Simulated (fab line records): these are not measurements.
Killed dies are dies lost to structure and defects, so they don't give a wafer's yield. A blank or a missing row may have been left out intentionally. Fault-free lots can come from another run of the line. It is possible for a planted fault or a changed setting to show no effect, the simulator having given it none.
Which tool was responsible? ; flow n5_finfet ; 27 wafers from 9 lots sampled at 5 of the route's 1938 steps

== WHAT THE GAUGES READ, wafer by wafer ==
N5_BEOL_M4_RC_MEAS_101. Usual: DIBL_N 36.8 mV/V, standard deviation 1.5; DIBL_P 37.1 mV/V, standard deviation 2.1; IOFF_N 0.168 nA/um, standard deviation 0.03; IOFF_P 0.22 nA/um, standard deviation 0.034; ION_N 679 uA/um, standard deviation 12; ION_P 466 uA/um, standard deviation 8; SS_N 71.7 mV/dec, standard deviation 0.58; SS_P 73.5 mV/dec, standard deviation 0.67; VT_N 248.8 mV, standard deviation 2.7; VT_P -250 mV, standard deviation 3.3.
lot;measured;on;DIBL_N (mV/V);DIBL_P (mV/V);IOFF_N (nA/um);IOFF_P (nA/um);ION_N (uA/um);ION_P (uA/um);SS_N (mV/dec);SS_P (mV/dec);VT_N (mV);VT_P (mV);flag
L362;day 8 13:29;prober-01;37.0 36.9 37.1;36.1 36.0 36.1;0.146 0.146 0.148;0.19 0.20 0.20;678 675 672;461 462 461;71.5 70.6 70.9;73.5 72.9 73.4;249.8 247.4 248.0;-253 -249 -250;
L367;day 9 15:16;prober-02;39.4 37.6 37.8;37.8 36.6 37.7;0.201 0.169 0.178;0.25 0.23 0.25;695 684 695;471 466 478;71.9 72.0 72.0;74.3 73.3 73.8;248.2 250.7 247.0;-249 -246 -243;
L369;day 9 17:22;prober-01;38.6 35.1 37.7;40.4 36.2 38.2;0.222 0.148 0.178;0.23 0.16 0.20;688 680 673;457 458 457;71.9 70.8 72.5;74.1 72.7 73.5;245.8 249.5 249.2;-253 -257 -254;
L372;day 11 00:38;prober-02;37.1 36.8 37.4;39.3 40.2 40.5;0.176 0.175 0.181;0.24 0.27 0.27;677 670 674;463 463 466;72.4 72.5 72.5;73.6 74.6 74.3;250.6 249.6 247.8;-246 -246 -246;
L376;day 11 22:59;prober-01;37.2 38.1 35.6;37.4 38.0 35.5;0.178 0.182 0.146;0.23 0.25 0.20;690 689 683;467 470 468;71.8 71.6 70.7;72.4 73.9 72.7;245.2 247.6 251.3;-249 -247 -249;
L379;day 12 11:42;prober-01;36.0 36.6 33.2;37.5 37.5 33.1;0.143 0.163 0.102;0.21 0.20 0.15;670 677 651;462 460 451;72.4 72.0 71.3;74.4 73.6 72.1;250.8 247.4 255.1;-251 -251 -254;
L380;day 13 06:37;prober-02;38.9 36.8 38.6;37.8 35.5 36.7;0.177 0.135 0.174;0.19 0.17 0.18;678 675 683;460 459 462;72.3 70.8 72.4;73.9 73.3 73.7;247.2 254.0 249.3;-256 -256 -257;
L381;day 13 00:08;prober-02;39.5 36.3 37.7;39.8 36.0 37.7;0.233 0.149 0.182;0.28 0.21 0.23;712 687 695;478 472 476;71.8 71.4 72.2;74.5 73.2 73.2;244.4 250.9 248.9;-247 -249 -250;
L383;day 14 02:40;prober-01;37.7 38.0 35.4;38.6 37.2 34.7;0.167 0.171 0.135;0.25 0.22 0.18;676 680 667;467 469 455;71.3 71.0 71.3;73.1 72.6 72.9;249.5 249.2 252.4;-246 -248 -251;

== EACH LOT AND THE TOOL THAT RAN IT (in order: tool; ch and the chambers of the sampled wafers; start) ==
lot;N5_HKMG_FIN_ALD_71;N5_HKMG_FIN_ETCH_67;N5_HKMG_FIN_STRIP_90;N5_HKMG_FIN_ALD_21
L362;ald_metal-02 ch 0,3, day 4 20:35;rie_diel-06 ch 0,1,3, day 4 20:55;rie_diel-06 ch 0,1,3, day 4 20:59;ald_metal-01 ch 0,1, day 4 21:40
L367;ald_metal-02 ch 0,1,3, day 6 01:30;rie_diel-06 ch 2,3, day 6 02:06;rie_diel-06 ch 2,3, day 6 02:10;ald_metal-03 ch 0,3, day 6 02:53
L369;ald_metal-03 ch 1,3, day 6 13:46;rie_diel-06 ch 0,2, day 6 14:06;rie_diel-06 ch 0,2, day 6 14:10;ald_metal-03 ch 2,3, day 6 14:50
L372;ald_metal-03 ch 1,2, day 7 04:44;rie_diel-01 ch 0,1,3, day 7 05:05;rie_diel-01 ch 0,1,3, day 7 05:08;ald_metal-01 ch 0,1,3, day 7 05:50
L376;ald_metal-03 ch 0,1,3, day 8 04:23;rie_diel-01 ch 1,2, day 8 04:43;rie_diel-01 ch 1,2, day 8 04:47;ald_metal-03 ch 1,2, day 8 05:28
L379;ald_metal-03 ch 0,1,3, day 9 01:16;rie_diel-02 ch 0,1,3, day 9 01:36;rie_diel-02 ch 0,1,3, day 9 01:40;ald_metal-03 ch 0,1,2, day 9 02:21
L380;ald_metal-02 ch 0,2,3, day 9 09:41;rie_diel-02 ch 1,3, day 9 10:06;rie_diel-02 ch 1,3, day 9 10:10;ald_metal-03 ch 0,2,3, day 9 10:51
L381;ald_metal-02 ch 0,1,2, day 9 10:58;rie_diel-01 ch 1,2,3, day 9 11:19;rie_diel-01 ch 1,2,3, day 9 11:22;ald_metal-02 ch 1,2,3, day 9 12:03
L383;ald_metal-02 ch 1,2,3, day 9 22:20;rie_diel-02 ch 2,3, day 9 22:49;rie_diel-02 ch 2,3, day 9 22:53;ald_metal-03 ch 0,2, day 9 23:34
- N5_HKMG_FIN_ALD_71: deposits TiN, target thk 1 nm, pulse time 1 s, purge time 3 s.
- N5_HKMG_FIN_ETCH_67: etches SOC in N2/H2, stops on TiN, target depth 388.9 nm.
- N5_HKMG_FIN_STRIP_90: strips SOC in N2/H2, time 20 s.
- N5_HKMG_FIN_ALD_21: deposits TiN, target thk 1.5 nm, pulse time 1 s, purge time 3 s.

== WHAT THE TOOLS THEMSELVES READ (means of the sampled wafers that have a number; where no wafer has one, the mark that the record gives instead) ==
N5_HKMG_FIN_ALD_71. Usual: heater_power_w 858 W, standard deviation 61; precursor_pulse_height_rel 1.000, standard deviation 0.018; susceptor_temp_C 399.98 C, standard deviation 0.22.
lot;tool;heater_power_w (W);precursor_pulse_height_rel;susceptor_temp_C (C);flag
L362;ald_metal-02;815;1.003;399.72;
L367;ald_metal-02;851;1.000;403.28;OFF
L369;ald_metal-03;920;0.983;400.07;
L372;ald_metal-03;898;1.016;400.04;
L376;ald_metal-03;924;1.000;399.97;
L379;ald_metal-03;917;0.991;399.92;
L380;ald_metal-02;826;1.013;400.05;
L381;ald_metal-02;833;1.018;400.12;
L383;ald_metal-02;832;0.998;399.77;

N5_HKMG_FIN_ETCH_67. Usual: drypump_motor_current_A 5.7 A, standard deviation 0.46; oes_product_au 0.81 a.u., standard deviation 0.09; rf_vpp_V 240.7 V, standard deviation 1.4; showerhead_plenum_p_Torr 2.56 Torr, standard deviation 0.093; throttle_valve_pct 17.8 %, standard deviation 0.31.
lot;tool;drypump_motor_current_A (A);oes_product_au (a.u.);rf_vpp_V (V);showerhead_plenum_p_Torr (Torr);throttle_valve_pct (%);flag
L362;rie_diel-06;5.9;0.80;240.4;2.56;17.7;
L367;rie_diel-06;5.5;0.75;240.6;2.59;18.2;
L369;rie_diel-06;5.6;0.76;242.3;2.65;18.0;
L372;rie_diel-01;5.0;0.79;240.2;2.48;17.9;
L376;rie_diel-01;5.4;0.80;239.5;2.50;18.1;
L379;rie_diel-02;6.0;0.86;240.6;2.54;17.7;
L380;rie_diel-02;6.3;0.82;239.9;2.45;17.6;
L381;rie_diel-01;5.5;0.84;240.1;2.50;17.9;
L383;rie_diel-02;5.9;0.88;241.1;2.56;17.7;

N5_HKMG_FIN_STRIP_90. Usual: drypump_motor_current_A 5.7 A, standard deviation 0.46; oes_product_au 0.82 a.u., standard deviation 0.094; rf_vpp_V 54.2 V, standard deviation 0.91; showerhead_plenum_p_Torr 3.38 Torr, standard deviation 0.12; throttle_valve_pct 19.0 %, standard deviation 0.42.
lot;tool;drypump_motor_current_A (A);oes_product_au (a.u.);rf_vpp_V (V);showerhead_plenum_p_Torr (Torr);throttle_valve_pct (%);flag
L362;rie_diel-06;5.8;0.82;54.3;3.38;18.8;
L367;rie_diel-06;5.6;0.79;54.0;3.41;19.5;
L369;rie_diel-06;5.6;0.79;54.1;3.51;19.4;
L372;rie_diel-01;5.0;0.78;53.8;3.28;19.2;
L376;rie_diel-01;5.4;0.80;54.2;3.30;19.4;
L379;rie_diel-02;6.0;0.88;53.9;3.36;19.0;
L380;rie_diel-02;6.3;0.83;53.4;3.24;18.7;
L381;rie_diel-01;5.5;0.84;54.2;3.30;19.2;
L383;rie_diel-02;5.9;0.90;53.6;3.38;18.9;

N5_HKMG_FIN_ALD_21. Usual: heater_power_w 858 W, standard deviation 67; precursor_pulse_height_rel 0.998, standard deviation 0.022; susceptor_temp_C 399.99 C, standard deviation 0.21.
lot;tool;heater_power_w (W);precursor_pulse_height_rel;susceptor_temp_C (C);flag
L362;ald_metal-01;726;0.994;400.10;
L367;ald_metal-03;910;0.995;400.10;
L369;ald_metal-03;893;1.021;399.89;
L372;ald_metal-01;783;1.020;400.06;
L376;ald_metal-03;881;0.997;400.04;
L379;ald_metal-03;893;0.995;399.98;
L380;ald_metal-03;915;1.002;400.05;
L381;ald_metal-02;831;0.991;400.11;
L383;ald_metal-03;882;0.997;400.00;

== THE ANSWER, worked out from the rows above alone ==
Rule: a lot counts as off when the mean over its wafers that have a number is more than 3 standard deviations away from the usual mean. Also off: a lot with no number at a reading for which 4 or more lots have one. Any other lot the step has rows for is counted as sound. After the gauges, taken in route order, come the tools' own readings; for these a lot's mean is taken, as printed above. At the first step where some lot is off, the reading lying furthest off is the one used; lots without a number count as furthest.
Off, at N5_HKMG_FIN_ALD_71 on susceptor_temp_C: L367.
A tool fits if, at that step or a process step before it, it ran every lot that is off, and no sound lot after the first of them. Of those tried, none fits.

== WHAT THE SIMULATOR HAD PUT IN ==
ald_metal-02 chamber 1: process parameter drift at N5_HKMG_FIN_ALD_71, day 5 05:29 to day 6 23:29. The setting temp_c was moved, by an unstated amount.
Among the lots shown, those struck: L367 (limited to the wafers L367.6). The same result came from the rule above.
